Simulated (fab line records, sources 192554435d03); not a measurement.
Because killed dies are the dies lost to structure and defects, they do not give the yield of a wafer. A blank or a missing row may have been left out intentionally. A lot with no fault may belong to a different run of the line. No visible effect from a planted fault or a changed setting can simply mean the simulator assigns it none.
Split-lot study | flow n5-finfet | on a route of 1938 steps: 7 lots, 21 wafers read

## SPLIT DETAILS
At N5_BEOL_M6_ETCH_66 (etches SOC in N2/H2, target depth 80 nm, overetch 16 nm, time 120 s), the setting bias-w was moved away from the recipe's 150 W on 3 of the 21 wafers read, by -14.3% to +11.7%. For the rest of the wafers, this setting stayed at what the recipe calls for.

The split's own step is where the reading is taken.

## THE READING
rf-vpp-V, in V, at N5_BEOL_M6_ETCH_66 (etches SOC in N2/H2, target depth 80 nm, overetch 16 nm, time 120 s). On this fab line, fault-free wafers typically give 525.3 V with a standard deviation of 2.3 V.

wafer  | tool, chamber at the split | bias-w as run, W | against the recipe | rf-vpp-V, V | against lot-mates on the recipe
L076.2 | rie-diel-06, 0             | 150              | recipe             | 525.2       | -
L076.5 | rie-diel-06, 3             | 150              | recipe             | 525.7       | -
L076.6 | rie-diel-06, 0             | 150              | recipe             | 527.0       | -
L077.1 | rie-diel-04, 0             | 150              | recipe             | 522.2       | -
L077.2 | rie-diel-04, 2             | 150              | recipe             | 527.1       | -
L077.4 | rie-diel-04, 1             | 150              | recipe             | 525.8       | -
L082.1 | rie-diel-04, 0             | 150              | recipe             | 523.2       | -
L082.4 | rie-diel-04, 3             | 150              | recipe             | 525.8       | -
L082.5 | rie-diel-04, 0             | 150              | recipe             | 521.7       | -
L083.2 | rie-diel-05, 1             | 150              | recipe             | 525.6       | -
L083.3 | rie-diel-05, 0             | 150              | recipe             | 527.7       | -
L083.5 | rie-diel-05, 0             | 150              | recipe             | 527.3       | -
L090.1 | rie-diel-05, 3             | 150              | recipe             | 527.2       | -
L090.2 | rie-diel-05, 0             | 134              | -10.7%             | 490.4       | -36.9
L090.5 | rie-diel-05, 0             | 150              | recipe             | 527.4       | -
L094.3 | rie-diel-06, 0             | 150              | recipe             | 526.8       | -
L094.4 | rie-diel-06, 0             | 167.5            | +11.7%             | 563.6       | +37.0
L094.6 | rie-diel-06, 1             | 150              | recipe             | 526.4       | -
L096.1 | rie-diel-06, 1             | 150              | recipe             | 527.2       | -
L096.2 | rie-diel-06, 3             | 150              | recipe             | 525.0       | -
L096.5 | rie-diel-06, 3             | 128.5            | -14.3%             | 477.3       | -48.8

FIT RESULTS
A straight line over all 21 wafers: rf-vpp-V changes by +3.32 V for each +1% of bias-w; r = +0.99; the points scatter about the line by 1.7 V.
The same after taking each lot's own level away (the mean of its wafers on the recipe; 21 wafers): +3.34 V for each +1%; r = +1.00; scatter 1.3 V.
On that fit, the largest move of bias-w shifts the reading by 48 V.
Across the lots, their own levels run from 523.57 to 527.30 V, a range of 1.6 times the standard deviation given above.
Hence the lot-to-lot level has little effect on the slope; both slopes agree.
Check: -47.5 V against its lot-mates is what the line predicts for one of the wafers moved furthest among these (-14.3%) when that wafer is left out of the fit. It came out at -48.8 V against them.
Tool readings at the split's step, against how far the setting was moved: rf-vpp-V r = +0.99.

## THESE WAFERS: OTHER SPLITS
Other splits were also applied to these wafers ahead of the reading. Each is held against what the fit with the lots' levels taken away leaves over:
other split on the same wafers   | wafers away from the commonest value | r with rf-vpp-V (lot level and that fit taken away)
N5_BEOL_M0_CUTY_DESCUM_61 time-s | 9                                    | +0.00
N5_BEOL_M0_ETCH_128 source-w     | 6                                    | -0.11
N5_BEOL_M1_COAT_73 spin-rpm      | 8                                    | +0.12
N5_BEOL_M2_DESCUM_16 time-s      | 7                                    | -0.09
N5_BEOL_M2_COAT_67 spin-rpm      | 7                                    | +0.24
N5_BEOL_M3_COAT_22 spin-rpm      | 9                                    | +0.20
N5_BEOL_M5_COAT_22 spin-rpm      | 2                                    | -0.45
N5_BEOL_M5_TRENCH_ETCH_37 bias-w | 11                                   | -0.13
N5_BEOL_M5_ETCH_41 source-w      | 3                                    | +0.06

## THE WHOLE CHAIN: every reading that the file lists as answering this split, in the file's order
step               | what it does                                                        | reading                                                                          | change (the file's fit)                | r (the file's)
N5_BEOL_M6_ETCH_66 | etches SOC in N2/H2, target depth 80 nm, overetch 16 nm, time 120 s | rf-vpp-V                                                                         | +3.35 V for each +1% of the setting    | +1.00
N5_BEOL_M6_ETCH_66 | etches SOC in N2/H2, target depth 80 nm, overetch 16 nm, time 120 s | SiARC_of_BEOL_M6_COAT_64.thk-nm (the simulator's own value, which no gauge read) | -0.0713 nm for each +1% of the setting | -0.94

## FILE'S OWN FIT
rf-vpp-V changes by +3.35 V for each +1% of bias-w, r = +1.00.
